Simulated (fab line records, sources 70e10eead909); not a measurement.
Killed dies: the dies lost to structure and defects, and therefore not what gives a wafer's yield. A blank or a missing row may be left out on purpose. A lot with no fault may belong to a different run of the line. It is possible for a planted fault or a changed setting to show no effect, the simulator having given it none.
Matching of chambers + flow nandHarc + 3 sister chambers for NHARC_A_CONTACT_DEP_85 on pecvd-03
The step deposits SiON, target thk 50 nm. 6 wafers are shown with their chamber, then 9 later ones without.

WAFERS PAIRED WITH THEIR CHAMBERS
| wafer  | chamber | heaterPowerW (W) |
|--------|---------|------------------|
| L076.4 | 2       | 594              |
| L087.4 | 0       | 824              |
| L087.5 | 1       | 665              |
| L091.3 | 0       | 824              |
| L091.4 | 1       | 587              |
| L091.5 | 2       | 567              |

WAFERS WITHOUT THEIR CHAMBER
| wafer  | heaterPowerW (W) |
|--------|------------------|
| L093.1 | 606              |
| L093.2 | 646              |
| L093.5 | 804              |
| L093.3 | 811              |
| L093.4 | 610              |
| L093.6 | 648              |
| L097.1 | 796              |
| L097.5 | 650              |
| L097.6 | 609              |

EACH ONE'S CHAMBER
| wafer  | from the rows above     | in truth |
|--------|-------------------------|----------|
| L093.1 | can't be placed: 1 or 2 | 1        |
| L093.2 | can't be placed: 1 or 2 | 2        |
| L093.5 | 0                       | 0        |
| L093.3 | 0                       | 0        |
| L093.4 | can't be placed: 1 or 2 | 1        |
| L093.6 | can't be placed: 1 or 2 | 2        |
| L097.1 | 0                       | 0        |
| L097.5 | can't be placed: 1 or 2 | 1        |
| L097.6 | can't be placed: 1 or 2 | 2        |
Correctly placed: 3 of 9. Not placeable from these rows: 6 (in 6, the candidates include the true chamber). Wrongly placed: 0.
How it was worked out, from the rows above alone: a wafer's distance from a chamber is the root of the sum, over the readings, of the square of ((its reading less the chamber's mean) divided by the reading's scatter). If the next closest chamber is less than 2 further off than the closest, the wafer can't be placed; otherwise it belongs to the closest. The mean given for a chamber averages the wafers shown for that chamber. The scatter is the square root of a quotient: the sum, over the shown wafers, of each reading's squared deviation from its chamber's mean, divided by wafers minus chambers.
